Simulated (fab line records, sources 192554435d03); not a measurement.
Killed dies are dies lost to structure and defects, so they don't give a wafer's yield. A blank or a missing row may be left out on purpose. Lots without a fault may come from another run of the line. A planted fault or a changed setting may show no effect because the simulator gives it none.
fab line records | flow n5_finfet
record lots=10 wafers=30 last_day=17
route steps=1938 shown HKMG_FIN@438 PASSIVATION@1910
lots that met no fault: from a run of the same line without faults
start_h: hours from the record's first day to the start of the lot's first wafer shown | wait_h: hours since the lot's step before | " the same as in the row above | L1.1+2: a row that stands for several wafers | - no value, or no start given | * or withheld: withheld | < > ~ a bound
route shown NAME@n: a module of which the file shows steps, and the number in the route of the first | usual: mean/standard deviation of fault-free wafers | same: alike in all rows | chamber/n: place in a boat | sites: the reading at each site | _std_site: their standard deviation | _edge_site: outer sites' mean less inner sites' | radius_mm: how far each site lies from the wafer's centre | mask NAME#n: copy n | behind: the tool/chamber that last shaped the wafer | hold: why the lot was held/for how many hours/how that ended | device: the transistor (n, p or np) that didn't switch | end of line: the same wafers' tests at the end of the route | a step without rows: its recipe alone | killed: dies lost to structure and defects at the first sort, not the wafer's yield | map: a wafer's dies, x killed, . not, _ none there
set.NAME: the setting as run; set.NAME@STEP: as run at that earlier step | model.NAME: the simulator's own value behind a step, which no gauge read
steps of the route over a sample of lots; a table a step, a row a wafer
services: from which hour (start_h, from the record's first day; less than 0 if before it) a tool's chamber was out of use, for how many hours, and why
## steps
# step N5_HKMG_FIN_ETCH_35
# recipe chemistry=N2/H2 target=SOC target_depth_a=2158 ion_energy_ev=65 bias_w=5 source_w=3000 time_s=243.4 pressure_mtorr=30 n2_flow_sccm=200 h2_flow_sccm=200
# usual chamber_pressure_mTorr=30.001/0.026 drypump_motor_current_A=5.6/0.41 oes_product_au=0.78/0.085 rf_vpp_V=141.5/1.1 showerhead_plenum_p_Torr=2.52/0.071 throttle_valve_pct=17.81/0.23
# columns lot.wafer tool chamber start_h wait_h chamber_pressure_mTorr drypump_motor_current_A oes_product_au rf_hours_counter_h rf_vpp_V showerhead_plenum_p_Torr throttle_valve_pct
L353.1 rie_diel-05 3 76.83 0.0 29.988 5.2 0.70 232 142.2 2.50 18.20
L353.3 " 0 " " 29.965 5.7 0.76 158 141.2 2.53 17.81
L353.6 " 2 " " 29.982 5.7 0.78 - 142.6 2.64 17.45
L356.2 rie_diel-03 1 95.21 0.0 29.977 5.3 0.67 241 142.7 2.61 18.29
L356.3 " 3 " " 30.013 5.6 0.96 7 140.5 2.50 17.67
L356.5 " 0 " " 29.967 6.1 0.87 - 141.7 2.46 17.67
L357.1 rie_diel-06 1 101.34 0.0 29.985 5.4 0.80 106 140.8 2.55 17.36
L357.2 " 2 " " 29.989 5.7 0.68 227 139.8 2.41 17.86
L357.5 " 0 " " 29.985 5.0 0.72 - 142.0 2.62 17.99
L362.2 rie_diel-06 0 130.50 0.0 30.024 5.1 0.70 214 140.8 2.62 18.03
L362.3 " 1 " " 30.017 5.4 0.79 117 141.4 2.55 17.39
L362.4 " 3 " " 30.008 6.4 0.74 176 139.9 2.42 17.71
L366.1 rie_diel-06 1 155.75 0.0 29.967 5.4 0.78 127 141.7 2.54 17.41
L366.5 " 1 " " 29.999 5.4 0.78 - 140.3 2.54 17.41
L366.6 " 2 " " 30.028 5.7 0.66 - 140.3 2.40 17.90
L368.2 rie_diel-06 0 169.28 0.0 29.986 5.0 0.69 231 142.8 2.61 18.05
L368.5 " 1 " " 29.988 5.4 0.78 - 142.3 2.54 17.43
L368.6 " 0 " " 29.958 5.1 0.70 - 142.2 2.61 18.06
L371.1 rie_diel-05 3 184.87 0.0 30.016 5.2 0.92 17 140.4 2.49 17.88
L371.2 " 0 " " 30.043 5.7 0.73 194 142.3 2.52 17.84
L371.4 " 0 " " 30.012 5.7 0.73 - 141.3 2.52 17.87
L374.1 rie_diel-05 2 201.54 0.0 29.996 5.7 0.74 193 142.3 2.62 17.51
L374.2 " 1 " " 30.002 5.2 0.72 196 141.2 2.52 17.95
L374.6 " 1 " " 30.020 5.2 0.72 - 140.0 2.52 17.97
L375.1 rie_diel-03 1 208.96 0.0 30.003 5.3 0.94 19 142.2 2.60 17.89
L375.2 " 3 " " 30.062 5.6 0.86 52 141.0 2.48 17.76
L375.5 " 2 " " 29.961 6.2 0.74 - 140.1 2.44 18.02
L376.1 rie_diel-03 0 213.04 0.0 30.020 6.1 0.82 115 140.8 2.44 17.76
L376.2 " 3 " " 30.018 5.6 0.85 54 140.5 2.48 17.73
L376.5 " 1 " " 29.993 5.3 0.94 - 142.6 2.60 17.90
# step N5_PASSIVATION_ETCH_59
# recipe chemistry=Cl2/BCl3 target=TaN target_depth_a=650 time_s=34.9 ion_energy_ev=100 pressure_mtorr=10 icp_w=900 bias_w=100 Cl2_flow_sccm=60 bcl3_flow_sccm=30
# usual chamber_pressure_mTorr=10.000/0.009 drypump_motor_current_A=5.6/0.39 oes_product_au=0.85/0.057 throttle_valve_pct=21.07/0.16
# columns lot.wafer tool chamber start_h wait_h chamber_pressure_mTorr drypump_motor_current_A oes_product_au rf_hours_counter_h throttle_valve_pct
L353.1 rie_metal-01 1 248.65 0.3 10.007 5.5 0.88 12 20.93
L353.3 " 0 " " 10.012 5.2 0.84 - 20.92
L353.6 " 1 " " 9.992 5.5 0.88 - 20.92
L356.2 rie_metal-03 1 284.53 0.3 10.001 5.7 0.86 16 20.98
L356.3 " 0 " " 9.999 5.7 0.79 - 21.03
L356.5 " 0 " " 9.998 5.6 0.79 - 21.05
L357.1 rie_metal-02 1 303.11 0.3 10.003 5.3 0.92 15 21.36
L357.2 " 0 " " 9.999 6.3 0.95 2 21.00
L357.5 " 1 " " 10.016 5.3 0.92 - 21.34
L362.2 rie_metal-02 0 316.83 0.3 9.998 6.3 0.93 3 21.02
L362.3 " 1 " " 10.017 5.3 0.90 - 21.39
L362.4 " 0 " " 10.005 6.2 0.92 - 21.03
L366.1 rie_metal-02 0 343.30 0.3 9.997 6.2 0.90 6 21.03
L366.5 " 0 " " 9.983 6.2 0.91 - 21.02
L366.6 " 1 " " 9.988 5.3 0.90 - 21.38
L368.2 rie_metal-01 0 356.06 0.3 9.986 5.1 0.81 32 20.97
L368.5 " 1 " " 10.010 5.5 0.84 - 20.96
L368.6 " 0 " " 10.009 5.1 0.81 - 20.95
L371.1 rie_metal-02 0 369.14 0.3 10.001 6.2 0.88 9 21.04
L371.2 " 1 " " 10.001 5.3 0.88 22 21.41
L371.4 " 1 " " 10.007 5.3 0.89 - 21.40
L374.1 rie_metal-01 1 381.63 0.3 9.997 5.5 0.83 25 20.94
L374.2 " 0 " " 9.998 5.1 0.81 35 20.97
L374.6 " 0 " " 9.994 5.1 0.80 - 20.97
L376.1 rie_metal-03 1 399.79 0.3 9.997 5.7 0.82 26 21.00
L376.2 " 0 " " 10.003 5.7 0.77 50 21.05
L376.5 " 1 " " 10.014 5.7 0.82 - 21.01
L375.1 rie_metal-02 0 400.29 0.3 10.008 6.2 0.86 11 21.04
L375.2 " 1 " " 9.987 5.3 0.87 24 21.41
L375.5 " 0 " " 9.997 6.3 0.88 - 21.02
# step N5_PASSIVATION_PECVD_35
# recipe material=SiNx target_thk_a=7000 temp_c=400 precursor=SiH4/NH3/N2 pressure_torr=4.9 rf_w=1406 time_s=151.3
# usual heater_power_w=370/84 showerhead_plenum_p_Torr=8.70/0.057 throttle_valve_pct=29.1/1.3
# columns lot.wafer tool chamber start_h wait_h heater_power_w showerhead_plenum_p_Torr throttle_valve_pct
L353.1 pecvd-03 0 249.53 0.1 326 8.66 29.6
L353.3 " 1 " " 435 8.80 30.3
L353.6 " 2 " " 308 8.69 27.1
L356.2 pecvd-02 2 285.26 0.1 385 8.71 28.5
L356.3 " 1 " " 437 8.66 29.6
L356.5 " 2 " " 254 8.70 28.5
L357.1 pecvd-03 2 303.90 0.1 219 8.65 27.3
L357.2 " 1 " " 375 8.79 30.2
L357.5 " 1 " " 450 8.81 30.4
L362.2 pecvd-02 2 317.96 0.1 312 8.71 28.4
L362.3 " 1 " " 448 8.67 29.8
L362.4 " 0 " " 519 8.69 31.2
L366.1 pecvd-02 1 344.21 0.1 382 8.67 29.7
L366.5 " 1 " " 416 8.66 29.7
L366.6 " 0 " " 489 8.65 31.4
L368.2 pecvd-03 1 356.79 0.1 374 8.81 29.9
L368.5 " 0 " " 353 8.64 29.6
L368.6 " 2 " " 269 8.64 28.0
L371.1 pecvd-03 0 369.87 0.1 322 8.66 29.6
L371.2 " 1 " " 466 8.81 30.2
L371.4 " 1 " " 473 8.80 30.4
L374.1 pecvd-03 1 382.53 0.1 419 8.82 30.1
L374.2 " 2 " " 233 8.65 27.9
L374.6 " 2 " " 268 8.66 27.7
L376.1 pecvd-02 0 400.63 0.1 486 8.69 31.3
L376.2 " 1 " " 424 8.68 29.6
L376.5 " 0 " " 518 8.68 31.2
L375.1 pecvd-02 0 401.02 0.1 371 8.69 31.2
L375.2 " 1 " " 458 8.67 29.8
L375.5 " 1 " " 306 8.65 29.8
# step N5_PASSIVATION_DESCUM_46
# recipe chemistry=O2 time_s=7.9 source_power_w=50 bias_power_w=20 pressure_mtorr=20 rf_frequency_hz=2.712e+07 temp_c=40 o2_flow_sccm=225
# usual chamber_pressure_mTorr=20.000/0.019 drypump_motor_current_A=5.6/0.41 oes_product_au=0.81/0.095 rf_vpp_V=243.1/1.4 showerhead_plenum_p_Torr=2.09/0.076 throttle_valve_pct=20.40/0.19
# columns lot.wafer tool chamber start_h wait_h chamber_pressure_mTorr drypump_motor_current_A oes_product_au rf_hours_counter_h rf_vpp_V showerhead_plenum_p_Torr throttle_valve_pct
L353.1 rie_diel-03 1 250.48 0.3 20.022 5.3 0.90 35 242.1 2.16 20.65
L353.3 " 0 " " 19.997 6.1 0.78 127 242.1 2.03 20.57
L353.6 " 1 " " 20.042 5.3 0.91 - 243.8 2.16 20.61
L356.2 rie_diel-05 2 285.91 0.0 20.012 5.6 0.73 224 244.8 2.16 20.15
L356.3 " 3 " " 20.014 5.2 0.85 51 241.6 2.04 20.54
L356.5 " 3 " " 19.996 5.2 0.85 - 242.7 2.03 20.53
L357.1 rie_diel-06 0 304.68 0.2 19.998 5.1 0.92 20 243.7 2.16 20.49
L357.2 " 2 " " 20.018 5.6 0.86 45 246.0 2.22 20.25
L357.5 " 0 " " 20.004 5.0 0.92 - 244.3 2.16 20.47
L362.2 rie_diel-03 2 318.48 0.0 19.995 6.2 0.69 220 240.9 1.99 20.56
L362.3 " 0 " " 19.999 6.1 0.76 152 242.4 2.02 20.60
L362.4 " 3 " " 20.006 5.6 0.82 90 243.2 2.02 20.38
L366.1 rie_diel-06 3 345.14 0.3 19.993 6.4 0.95 3 245.7 2.23 20.06
L366.5 " 1 " " 19.981 5.4 0.72 - 244.5 2.06 20.22
L366.6 " 2 " " 19.996 5.6 0.85 - 245.5 2.22 20.24
L368.2 rie_diel-05 2 357.43 0.0 20.000 5.6 0.70 250 243.6 2.15 20.20
L368.5 " 3 " " 19.984 5.2 0.81 - 242.0 2.03 20.58
L368.6 " 0 " " 20.002 5.7 1.00 - 243.3 2.05 20.20
L371.1 rie_diel-06 1 370.39 0.0 19.988 5.4 0.70 207 242.6 2.06 20.22
L371.2 " 0 " " 19.972 5.0 0.88 43 245.2 2.15 20.50
L371.4 " 3 " " 19.980 6.4 0.91 10 246.6 2.23 20.09
L374.1 rie_diel-06 0 383.05 0.0 19.984 5.0 0.87 48 243.7 2.15 20.52
L374.2 " 2 " " 20.013 5.7 0.81 73 244.0 2.21 20.30
L374.6 " 3 " " 19.977 6.4 0.89 - 244.0 2.23 20.09
L376.1 rie_diel-05 0 401.15 0.0 19.983 5.7 0.90 19 242.6 2.04 20.22
L376.2 " 1 " " 19.980 5.2 0.94 8 243.0 2.05 20.23
L376.5 " 2 " " 19.993 5.6 1.00 - 244.2 2.15 19.88
L375.1 rie_diel-03 1 401.95 0.3 20.002 5.3 0.83 88 243.5 2.14 20.72
L375.2 " 0 " " 19.996 6.1 0.74 181 240.4 2.01 20.65
L375.5 " 0 " " 19.979 6.1 0.74 - 240.4 2.01 20.65
# step N5_PASSIVATION_PROBE_49
# usual defect_limited_yield=91.3/1.5 killed_at_M0_to_M3=34/11 killed_at_M4_up=14/6.1 killed_at_contacts=12/5.9 killed_at_front_end=39/11 killed_at_other=4/3.3 killed_dies=102/18 killed_open=67/13 killed_short=33/7.9 sort_bin_5_function=5.1/1 sort_bin_6_memory=3.3/0.7 sort_n_pass=1077/19 sort_yield_pct=91.3/1.6
# same gross_dies=1180 killed_at_back_side=0 sort_bin_4_leakage[%]=0 sort_bin_8_speed[%]=0
# columns lot.wafer tool chamber start_h wait_h defect_limited_yield[%] killed_at_M0_to_M3 killed_at_M4_up killed_at_contacts killed_at_front_end killed_at_other killed_dies killed_open killed_short sort_bin_5_function[%] sort_bin_6_memory[%] sort_n_pass sort_yield_pct[%]
L366.1 prober-02 - 348.20 0.0 78.6 22 10 9 205 7 253 56 31 13.0 4.2 927 78.6
L366.5 prober-02 - 348.40 0.2 80.7 33 6 4 181 4 228 43 23 11.2 4.2 952 80.7
L366.6 prober-02 - 348.45 0.3 80.2 21 16 2 188 7 234 50 25 11.5 3.8 946 80.2
L368.2 prober-01 - 360.56 0.1 84.5 20 4 10 148 1 183 47 22 8.1 3.7 997 84.5
L368.5 prober-01 - 360.71 0.2 80.0 28 5 9 193 1 236 60 15 12.0 3.6 944 80.0
L368.6 prober-01 - 360.76 0.3 83.3 31 13 21 129 3 197 60 26 9.3 3.9 983 83.3
# killed by level:class
L366.1 HKMG_FIN:unspecified=165 STI_FIN_REVEAL:geometric_particle:open=11 FIN_SAQP:geometric_particle:short=7 MOL_CONTACT_COAG:geometric_particle:open=7 BEOL_M0_SAQP:geometric_particle:short=6 BEOL_M4:geometric_particle:open=6 FIN_SAQP:geometric_particle:open=5 GATE_CUT:geometric_particle:short=5
L366.5 HKMG_FIN:unspecified=162 BEOL_M3:geometric_particle:open=8 BEOL_M1:geometric_particle:open=7 BEOL_M2:geometric_particle:open=5 GATE_CUT:geometric_particle:short=4 MOL_CONTACT_COAG:geometric_particle:open=4 BEOL_M0_SAQP:geometric_particle:short=4 BEOL_M3:geometric_particle:short=4
L366.6 HKMG_FIN:unspecified=156 FIN_SAQP:geometric_particle:open=7 STI_FIN_REVEAL:geometric_particle:open=5 BEOL_M0_SAQP:geometric_particle:open=5 BEOL_M1:geometric_particle:open=5 BEOL_M2:geometric_particle:open=5 FIN_SAQP:geometric_particle:short=4 GATE_CUT:geometric_particle:open=4
L368.2 HKMG_FIN:unspecified=112 MOL_CONTACT_COAG:geometric_particle:open=8 STI_FIN_REVEAL:geometric_particle:open=7 BEOL_M3:geometric_particle:open=7 DUMMY_GATE:geometric_particle:open=6 GATE_CUT:geometric_particle:open=5 GATE_CUT:geometric_particle:short=5 FIN_SAQP:geometric_particle:short=3
L368.5 HKMG_FIN:unspecified=157 BEOL_M3:geometric_particle:open=12 DUMMY_GATE:geometric_particle:open=10 MOL_CONTACT_COAG:geometric_particle:open=8 BEOL_M0_SAQP:geometric_particle:open=6 GATE_CUT:geometric_particle:short=5 FIN_SAQP:geometric_particle:open=4 STI_FIN_REVEAL:geometric_particle:open=4
L368.6 HKMG_FIN:unspecified=108 MOL_CONTACT_COAG:geometric_particle:open=17 BEOL_M3:geometric_particle:open=14 BEOL_M4:geometric_particle:open=5 STI_FIN_REVEAL:geometric_particle:open=4 DUMMY_GATE:geometric_particle:open=4 MOL_CONTACT_COAG:geometric_particle:short=4 BEOL_M4:geometric_particle:short=4
## services
# columns tool chamber start_h hours kind
rie_metal-03 1 57.49 5.6 repair
pecvd-03 1 59.23 46.4 repair
rie_diel-06 3 94.68 12.9 repair
rie_metal-01 - 99.38 1.0 repair
rie_metal-02 - 111.94 2.8 pm
rie_metal-02 1 136.39 1.8 repair
rie_metal-01 - 148.56 1.0 repair
rie_diel-05 2 169.34 16.3 repair
rie_diel-05 0 170.33 5.8 repair
rie_metal-02 1 206.40 14.0 repair
rie_metal-02 0 219.95 4.2 repair
rie_diel-03 0 223.19 7.0 repair
rie_diel-06 3 249.82 7.8 repair
rie_metal-01 - 263.39 0.9 repair
rie_diel-06 1 268.25 3.5 repair
pecvd-03 2 270.65 2.1 repair
rie_diel-05 1 280.42 2.5 repair
pecvd-03 0 303.45 5.0 repair
pecvd-02 - 303.54 3.5 repair
rie_metal-02 - 335.67 1.4 pm
rie_metal-02 - 379.11 0.1 repair
pecvd-02 - 381.79 0.9 repair
pecvd-03 - 385.07 1.3 repair
rie_diel-05 - 398.25 0.5 repair
## key
first_sign step=N5_PASSIVATION_PROBE_49 reading=killed_at_front_end direction=up sigmas=13 usual=39 struck=174
effect step=N5_PASSIVATION_PROBE_49 reading=defect_limited_yield direction=down sigmas=6.7 usual=91.3 struck=81.2
more_kills_born_at N5_HKMG_FIN_ETCH_35@rie_diel-06=860
met_at N5_HKMG_FIN_ETCH_35
struck_lots L366,L368
not_acting_at N5_PASSIVATION_ETCH_59,N5_PASSIVATION_PECVD_35,N5_PASSIVATION_DESCUM_46
onset_between 130.50 155.75
fault kind=chamber_particle_source tool=rie_diel-06 chamber=- onset_h=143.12 steps=N5_HKMG_FIN_ETCH_35 rate_per_visit_cm2=2.0232 end_h=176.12
